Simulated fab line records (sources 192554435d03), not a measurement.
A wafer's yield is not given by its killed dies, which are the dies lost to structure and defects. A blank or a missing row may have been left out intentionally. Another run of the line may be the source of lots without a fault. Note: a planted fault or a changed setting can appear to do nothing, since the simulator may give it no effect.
Chamber matching ; flow n5Finfet ; N5_BEOL_M11_ALD_74 on aldMetal-02 has 4 sister chambers
The step deposits TaN, target thk 2 nm, pulse time 2 s, purge time 3 s. 4 wafers are shown with their chamber, then 7 later ones without.

## EACH WAFER AND ITS CHAMBER
wafer;chamber;heaterPowerW (W)
L424.4;0;447
L436.3;3;382
L436.4;1;392
L440.4;2;401

## WAFERS WITH NO CHAMBER GIVEN
wafer;heaterPowerW (W)
L440.6;383
L442.4;409
L442.5;377
L442.6;398
L444.1;464
L444.3;412
L444.4;402

## WHICH CHAMBER EACH ONE RAN IN
wafer;from the rows above;in truth
L440.6;can't be placed: 3 or 1 or 2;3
L442.4;can't be placed: 2 or 1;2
L442.5;can't be placed: 3 or 1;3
L442.6;can't be placed: 2 or 1 or 3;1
L444.1;0;0
L444.3;can't be placed: 2 or 1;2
L444.4;can't be placed: 2 or 1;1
1 of 7 placed correctly. Can't be placed from these rows: 6 (the true chamber is among the candidates in 6). Number placed wrongly: 0.
How it was worked out, from the rows above alone: a wafer's distance from a chamber is the root of the sum, over the readings, of the square of ((its reading less the chamber's mean) divided by the reading's scatter). If the next closest chamber is less than 2 further off than the closest, the wafer can't be placed; otherwise it belongs to the closest. A chamber's mean is the mean of its shown wafers. The scatter: with one shown wafer a chamber, the root of the mean of the squares of how far each hidden wafer lies from its nearest shown one.
